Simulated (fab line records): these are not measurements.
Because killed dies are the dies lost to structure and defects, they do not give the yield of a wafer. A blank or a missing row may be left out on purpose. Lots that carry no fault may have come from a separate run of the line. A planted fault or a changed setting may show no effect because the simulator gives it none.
Matching of chambers -- flow n5 finfet -- N5_SD_EPI_N_ETCH_45 on rie diel-01: 4 sister chambers
The step etches SiOCN in CH3F/O2, target depth 6 nm. 4 wafers are shown with their chamber, then 12 later ones without.

EACH WAFER AND ITS CHAMBER
wafer,chamber,showerhead plenum p Torr (Torr)
L084.4,1,2.05
L087.6,3,2.02
L089.3,2,2.05
L089.6,0,1.89

WAFERS WHOSE CHAMBER IS MISSING
wafer,showerhead plenum p Torr (Torr)
L092.1,1.89
L092.2,2.04
L092.4,1.89
L094.1,1.88
L094.2,2.04
L094.3,2.02
L094.4,2.04
L094.5,2.02
L094.6,1.88
L096.1,2.01
L096.2,2.04
L096.3,2.04

WHICH CHAMBER EACH ONE RAN IN
wafer,from the rows above,in truth
L092.1,0,0
L092.2,can't be placed: 1 or 2 or 3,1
L092.4,0,0
L094.1,0,0
L094.2,can't be placed: 1 or 2 or 3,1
L094.3,3,3
L094.4,can't be placed: 1 or 2 or 3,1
L094.5,3,3
L094.6,0,0
L096.1,3,3
L096.2,can't be placed: 1 or 2 or 3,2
L096.3,can't be placed: 1 or 2 or 3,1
Correctly placed: 7 of 12. Not placeable from these rows: 5 (in 5, the candidates include the true chamber). Number placed wrongly: 0.
How it was worked out, from the rows above alone: a wafer's distance from a chamber is the root of the sum, over the readings, of the square of ((its reading less the chamber's mean) divided by the reading's scatter). The wafer belongs to the nearest chamber; if the next one is less than 2 further off, it can't be placed. A chamber's mean is the mean of its shown wafers. The scatter (one wafer shown for each chamber): square how far every hidden wafer sits from the nearest shown wafer, average those squares and take the square root.
